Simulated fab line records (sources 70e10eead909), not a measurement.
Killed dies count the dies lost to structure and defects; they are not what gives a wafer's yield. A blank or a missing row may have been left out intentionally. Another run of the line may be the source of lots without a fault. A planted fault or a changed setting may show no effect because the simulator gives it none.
A sampling plan put to the test	flow nand harc	one line in one fab, 27 faults in these records, each fault weighed on the records of the lots it struck
The plan is the line's own looks: the steps of the route at which a gauge or an inspection reads the wafer and doesn't change it. A look is open to judgement when struck wafers have a number at it and the file gives its usual mean and standard deviation on fault-free wafers. Caught: at a look after the fault's first step, the mean of the struck wafers lies 4 or more of those standard deviations (sigma) from the usual mean. On the tool: the fault's steps, tested the same way using the tool's own readings. It also counts as caught if the struck wafers ran another recipe or if their record alone is blank.

== THE FAULTS, as the simulator had put them in ==
1. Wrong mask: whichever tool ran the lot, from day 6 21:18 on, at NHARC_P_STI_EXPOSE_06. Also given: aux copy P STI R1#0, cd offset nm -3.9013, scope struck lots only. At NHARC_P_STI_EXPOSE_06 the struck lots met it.
2. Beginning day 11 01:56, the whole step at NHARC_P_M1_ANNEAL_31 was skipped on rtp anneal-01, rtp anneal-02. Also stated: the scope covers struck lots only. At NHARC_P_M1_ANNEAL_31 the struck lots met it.
3. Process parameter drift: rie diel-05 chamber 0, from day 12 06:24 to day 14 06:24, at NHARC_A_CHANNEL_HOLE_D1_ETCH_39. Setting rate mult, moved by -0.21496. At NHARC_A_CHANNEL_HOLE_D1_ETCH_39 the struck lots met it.
4. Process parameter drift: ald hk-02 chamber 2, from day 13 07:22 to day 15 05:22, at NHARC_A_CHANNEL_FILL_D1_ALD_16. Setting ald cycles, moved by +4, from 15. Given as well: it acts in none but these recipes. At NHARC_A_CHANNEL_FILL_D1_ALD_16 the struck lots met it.
5. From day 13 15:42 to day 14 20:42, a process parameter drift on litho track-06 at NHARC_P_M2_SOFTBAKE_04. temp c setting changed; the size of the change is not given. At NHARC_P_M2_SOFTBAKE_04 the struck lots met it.
6. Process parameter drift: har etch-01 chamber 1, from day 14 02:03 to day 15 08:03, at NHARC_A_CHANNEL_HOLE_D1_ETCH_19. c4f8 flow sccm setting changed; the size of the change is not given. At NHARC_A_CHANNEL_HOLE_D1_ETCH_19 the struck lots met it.
7. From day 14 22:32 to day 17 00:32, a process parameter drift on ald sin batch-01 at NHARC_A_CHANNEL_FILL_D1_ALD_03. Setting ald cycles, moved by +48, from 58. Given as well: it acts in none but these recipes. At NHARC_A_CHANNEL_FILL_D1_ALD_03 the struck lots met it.
8. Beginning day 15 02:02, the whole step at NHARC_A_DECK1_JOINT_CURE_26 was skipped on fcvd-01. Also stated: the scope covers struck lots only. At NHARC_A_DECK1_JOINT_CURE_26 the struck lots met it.
9. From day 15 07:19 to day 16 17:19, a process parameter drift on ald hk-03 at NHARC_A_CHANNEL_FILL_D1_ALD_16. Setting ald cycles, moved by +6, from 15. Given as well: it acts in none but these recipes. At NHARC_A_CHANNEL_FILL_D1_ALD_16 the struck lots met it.
10. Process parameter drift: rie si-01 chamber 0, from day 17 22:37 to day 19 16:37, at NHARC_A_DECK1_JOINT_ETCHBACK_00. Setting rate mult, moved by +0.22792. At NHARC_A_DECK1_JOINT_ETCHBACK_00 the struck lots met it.
11. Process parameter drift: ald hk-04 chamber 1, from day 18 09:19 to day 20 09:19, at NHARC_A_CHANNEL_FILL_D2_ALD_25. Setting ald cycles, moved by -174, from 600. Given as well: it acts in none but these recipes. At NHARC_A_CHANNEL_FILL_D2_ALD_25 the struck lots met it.
12. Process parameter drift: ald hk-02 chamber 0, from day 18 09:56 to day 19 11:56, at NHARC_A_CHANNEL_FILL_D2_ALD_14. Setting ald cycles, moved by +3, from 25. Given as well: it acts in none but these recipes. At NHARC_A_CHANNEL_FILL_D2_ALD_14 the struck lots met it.
13. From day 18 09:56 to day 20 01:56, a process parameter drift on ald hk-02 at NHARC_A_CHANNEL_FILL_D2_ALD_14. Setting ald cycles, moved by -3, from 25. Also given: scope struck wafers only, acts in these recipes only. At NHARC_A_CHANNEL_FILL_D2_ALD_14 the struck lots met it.
14. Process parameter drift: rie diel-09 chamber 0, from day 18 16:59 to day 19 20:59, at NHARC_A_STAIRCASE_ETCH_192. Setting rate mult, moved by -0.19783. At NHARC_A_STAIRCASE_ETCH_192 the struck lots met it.
15. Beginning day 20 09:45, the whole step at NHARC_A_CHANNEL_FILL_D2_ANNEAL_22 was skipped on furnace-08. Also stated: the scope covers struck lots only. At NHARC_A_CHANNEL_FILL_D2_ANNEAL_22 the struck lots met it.
16. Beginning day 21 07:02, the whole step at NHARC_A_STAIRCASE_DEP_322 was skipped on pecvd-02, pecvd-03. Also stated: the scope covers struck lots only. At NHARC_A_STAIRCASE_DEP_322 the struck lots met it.
17. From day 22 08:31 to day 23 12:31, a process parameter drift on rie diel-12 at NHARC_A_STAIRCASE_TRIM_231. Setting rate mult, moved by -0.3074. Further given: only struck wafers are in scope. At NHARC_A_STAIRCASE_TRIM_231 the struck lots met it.
18. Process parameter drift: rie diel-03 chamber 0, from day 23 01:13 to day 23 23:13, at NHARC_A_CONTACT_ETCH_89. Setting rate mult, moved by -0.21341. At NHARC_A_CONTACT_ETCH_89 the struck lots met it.
19. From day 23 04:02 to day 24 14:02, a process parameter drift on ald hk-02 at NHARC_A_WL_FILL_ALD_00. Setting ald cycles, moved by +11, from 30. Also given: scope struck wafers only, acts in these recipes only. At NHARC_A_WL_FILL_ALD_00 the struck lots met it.
20. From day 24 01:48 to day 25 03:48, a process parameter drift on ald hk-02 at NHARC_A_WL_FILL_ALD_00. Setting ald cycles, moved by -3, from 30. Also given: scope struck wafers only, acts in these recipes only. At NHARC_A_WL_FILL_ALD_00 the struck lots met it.
21. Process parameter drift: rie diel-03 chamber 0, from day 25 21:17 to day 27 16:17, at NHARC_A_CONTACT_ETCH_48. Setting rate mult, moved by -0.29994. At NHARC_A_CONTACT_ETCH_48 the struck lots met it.
22. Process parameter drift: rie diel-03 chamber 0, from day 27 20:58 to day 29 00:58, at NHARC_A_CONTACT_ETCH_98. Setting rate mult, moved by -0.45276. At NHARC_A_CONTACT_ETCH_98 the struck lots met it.
23. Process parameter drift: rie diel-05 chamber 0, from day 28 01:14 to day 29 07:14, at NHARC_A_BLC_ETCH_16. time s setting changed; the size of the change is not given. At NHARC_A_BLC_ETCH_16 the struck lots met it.
24. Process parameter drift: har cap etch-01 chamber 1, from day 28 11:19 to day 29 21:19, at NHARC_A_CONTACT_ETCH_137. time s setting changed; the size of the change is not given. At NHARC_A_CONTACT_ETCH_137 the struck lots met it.
25. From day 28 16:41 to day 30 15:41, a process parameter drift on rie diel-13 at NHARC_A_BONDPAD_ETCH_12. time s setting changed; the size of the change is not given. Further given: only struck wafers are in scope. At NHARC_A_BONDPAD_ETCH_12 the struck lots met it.
26. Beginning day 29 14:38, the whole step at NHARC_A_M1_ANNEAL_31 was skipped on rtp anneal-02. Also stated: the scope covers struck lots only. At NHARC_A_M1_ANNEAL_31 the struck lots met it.
27. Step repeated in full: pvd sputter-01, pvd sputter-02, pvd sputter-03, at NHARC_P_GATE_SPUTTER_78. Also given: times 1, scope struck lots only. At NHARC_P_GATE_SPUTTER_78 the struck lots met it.

== WHAT THE PLAN SAW ==
fault	on the tool itself	first look that catches it	reading, sigma	median hours from its first step to that look	hours from the fault's start to the first struck lot there	judged looks passed uncaught
1	under 2 sigma	none of the 3 looks that can be judged after it	strongest: trench foot cd nm at NHARC_P_STI_OCD_MEAS_17, -2.8	-	-	3
2	the tool's record is blank for the struck wafers	NHARC_END_SORT_01	killed at periphery +8.9	435.3	439	0
3	oes product au -10 sigma	not the one look that can be judged after it	-	-	-	1
4	under 2 sigma	no look after it can be judged	-	-	-	0
5	heater power total W +19 sigma	no look after it can be judged	-	-	-	0
6	c4f8 flow sccm -99 or beyond sigma	no look after it can be judged	-	-	-	0
7	under 2 sigma	not the one look that can be judged after it	-	-	-	1
8	the tool's record is blank for the struck wafers	no look after it can be judged	-	-	-	0
9	under 2 sigma	not the one look that can be judged after it	-	-	-	1
10	oes product au +18 sigma	not the one look that can be judged after it	-	-	-	1
11	under 2 sigma	no look after it can be judged	-	-	-	0
12	under 2 sigma	no look after it can be judged	-	-	-	0
13	under 2 sigma	no look after it can be judged	-	-	-	0
14	oes product au -8.7 sigma	no look after it can be judged	-	-	-	0
15	the tool's record is blank for the struck wafers	no look after it can be judged	-	-	-	0
16	the tool's record is blank for the struck wafers	no look after it can be judged	-	-	-	0
17	oes product au -16 sigma	NHARC_END_SORT_01	killed at array +31	206.1	208	0
18	oes product au -13 sigma	not the one look that can be judged after it	-	-	-	1
19	under 2 sigma	no look after it can be judged	-	-	-	0
20	under 2 sigma	no look after it can be judged	-	-	-	0
21	oes product au -17 sigma	NHARC_END_SORT_01	killed dies +29	76.3	85	0
22	oes product au -13 sigma	NHARC_END_SORT_01	killed at array +32	52.0	68	0
23	run length s -34 sigma	no look after it can be judged	-	-	-	0
24	no reading that can be judged	no look after it can be judged	-	-	-	0
25	run length s -16 sigma	no look after it can be judged	-	-	-	0
26	the tool's record is blank for the struck wafers	none of the 2 looks that can be judged after it	-	-	-	2
27	no reading that can be judged	not the one look that can be judged after it	-	-	-	1
A dash: this means the fault isn't caught or the number doesn't appear in these records.

Caught at a look: 4 of 27. Caught on the tool: 16 of 27. By one or the other: 16 of 27.
On the tool alone, faults 3, 5, 6, 8, 10, 14, 15, 16, 18, 23, 25, 26 were caught.
Caught by neither: faults 1, 4, 7, 9, 11, 12, 13, 19, 20, 24, 27.

== THINNER SAMPLING ==
If the look that catches a fault measured only every second or every third lot, by lot number, the first struck lot would be measured this late in the worst case:
fault	struck lots at that look, in order of time	every lot	every second lot	every third lot
2	L854, L855	439 h	467 h	may miss all 2
17	L418, L419	208 h	217 h	may miss all 2
21	L939, L940	85 h	114 h	may miss all 2
22	L703, L704	68 h	68 h	may miss all 2
Hours: fault start to first struck lot measured. The test against the limit of 4 sigma pooled every struck wafer, which means one lot taken alone may stay below that limit. Other struck lots may not be in these records.

== THE LONGEST TIMED WAY FROM STEP TO LOOK ==
Fault 2: the median time between NHARC_P_M1_ANNEAL_31 and NHARC_END_SORT_01 is 435.3 hours. No look between them can be judged.
